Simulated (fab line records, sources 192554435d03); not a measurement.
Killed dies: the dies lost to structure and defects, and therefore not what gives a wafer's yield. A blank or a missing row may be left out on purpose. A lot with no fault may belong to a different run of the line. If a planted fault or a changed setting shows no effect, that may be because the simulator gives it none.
Matching of chambers -- flow n5-finfet -- N5_BEOL_M15_TRENCH_ETCH_34 on rie-diel-02: 4 sister chambers
The step etches SiO2 in C4F8/O2/Ar, target depth 872.93 nm, time 199 s. 8 wafers are shown with their chamber, then 10 later ones without.

## WAFERS, EACH WITH ITS CHAMBER
wafer,chamber,rf-vpp-V (V),showerhead-plenum-p-Torr (Torr)
L082.1,3,2285,3.41
L082.2,1,2189,3.35
L081.2,1,2190,3.35
L081.5,3,2284,3.41
L084.4,2,2251,3.39
L084.6,0,2173,3.17
L091.1,0,2172,3.17
L091.3,2,2250,3.38

## WAFERS WITHOUT THEIR CHAMBER
wafer,rf-vpp-V (V),showerhead-plenum-p-Torr (Torr)
L091.6,2173,3.17
L090.1,2283,3.40
L090.2,2190,3.34
L090.3,2172,3.17
L095.2,2250,3.38
L095.4,2172,3.16
L095.5,2187,3.34
L096.3,2189,3.34
L096.4,2249,3.38
L096.6,2171,3.16

## WHICH CHAMBER EACH WENT THROUGH
wafer,from the rows above,in truth
L091.6,0,0
L090.1,3,3
L090.2,1,1
L090.3,0,0
L095.2,2,2
L095.4,0,0
L095.5,1,1
L096.3,1,1
L096.4,2,2
L096.6,0,0
Correctly placed: 10 of 10. From these rows, 0 cannot be placed. Placed wrongly: 0.
How it was worked out, from the rows above alone: a wafer's distance from a chamber is the root of the sum, over the readings, of the square of ((its reading less the chamber's mean) divided by the reading's scatter). If the next closest chamber is less than 2 further off than the closest, the wafer can't be placed; otherwise it belongs to the closest. The mean given for a chamber averages the wafers shown for that chamber. The scatter: take each reading less its chamber's mean, square it, sum over the shown wafers, divide by the number of wafers less the number of chambers, and take the root.
